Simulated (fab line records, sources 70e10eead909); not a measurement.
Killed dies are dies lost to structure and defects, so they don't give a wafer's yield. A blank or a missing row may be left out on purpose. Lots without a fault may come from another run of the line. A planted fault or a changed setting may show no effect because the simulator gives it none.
A struck lot beside a sound one | flow nand_harc | 15 steps out of a route of 1159
Sound: wafers L879.1, L879.5, L879.6. Struck: wafer L873.2. (L873.1, L873.4 of the same lot were not struck and are left out.) The cause comes at the end.
At each step with rows: each side's tool, then ch and its chambers, then its first start. Under that, the readings that differ: sound wafers | struck wafers | difference of the means | sigmas: that difference in standard deviations of wafers without a fault.
alike: readings whose means differ by less than 2 such deviations, and words and numbers that are the same on both sides. not compared: withheld readings, readings that some wafer has no value for, bounds like >300 that may hide the same value, and numbers for which the record gives no deviation and whose values overlap.
The two part at a step that has a row with sigmas, a row that says differs or no value, or rows on one side only. Numbers that don't overlap but have no deviation are shown without sigmas and don't part them. A reading that every wafer of one side lacks parts them only if that side has two wafers or more.

first, 1 step without rows for these wafers: NHARC_A_ONON_D1_DEP_03 (target thk 1000 nm).
NHARC_A_ONON_D1_THK_MEAS_05: measures by ellipsometry.
  sound on film_metro-02, day 12 07:13; struck on film_metro-02, day 11 01:32
  alike: thk_nm
then, 1 step without rows for these wafers: NHARC_A_ONON_D1_DEP_06 (target thk 1000 nm).
NHARC_A_ONON_D1_THK_MEAS_08: measures by ellipsometry.
  sound on film_metro-02, day 12 07:47; struck on film_metro-01, day 11 02:06
  alike: thk_nm
then, 1 step without rows for these wafers: NHARC_A_ONON_D1_DEP_09 (target thk 1000 nm).
NHARC_A_ONON_D1_THK_MEAS_11: measures by ellipsometry.
  sound on film_metro-02, day 12 08:21; struck on film_metro-01, day 11 02:40
  alike: thk_nm
then, 1 step without rows for these wafers: NHARC_A_ONON_D1_DEP_12 (target thk 1000 nm).
NHARC_A_ONON_D1_THK_MEAS_14: measures by ellipsometry.
  sound on film_metro-01, day 12 08:56; struck on film_metro-02, day 11 03:14
  alike: thk_nm
then, 2 steps without rows for these wafers: NHARC_A_ONON_D1_ANNEAL_15 (time 3600 s); NHARC_A_ONON_D1_DEP_16 (target thk 1000 nm).
NHARC_A_ONON_D1_THK_MEAS_18: measures by ellipsometry.
  sound on film_metro-02, day 12 17:17; struck on film_metro-01, day 11 10:19
  alike: thk_nm
NHARC_A_ONON_D1_DEP_19: target thk 1000 nm.
  sound on pecvd_onon-03 ch 0, day 12 17:26; struck on pecvd_onon-02 ch 0, day 11 10:22
NHARC_A_ONON_D1_THK_MEAS_21: measures by ellipsometry.
  sound on film_metro-01, day 12 17:56; struck on film_metro-02, day 11 10:53
  reading     | sound          | struck | difference | sigmas
  thk_nm (nm) | 1013 1013 1012 | 1915   | +902       | +95
then, 1 step without rows for these wafers: NHARC_A_ONON_D1_DEP_22 (target thk 1000 nm).
-- the record jumps here: 11 days lie between the struck wafers' starts before and after (it left off in module A_ONON_D1 and takes up again in module END, whose first step shown is number 1159 of the route) --
NHARC_END_SORT_01:
  the record has rows for the struck wafers here (prober-01 ch 0, day 22 18:35) and none for the sound ones

WHERE THEY PART
First at NHARC_A_ONON_D1_THK_MEAS_21; last, within this record, at NHARC_END_SORT_01.

WHY: what the simulator had put in
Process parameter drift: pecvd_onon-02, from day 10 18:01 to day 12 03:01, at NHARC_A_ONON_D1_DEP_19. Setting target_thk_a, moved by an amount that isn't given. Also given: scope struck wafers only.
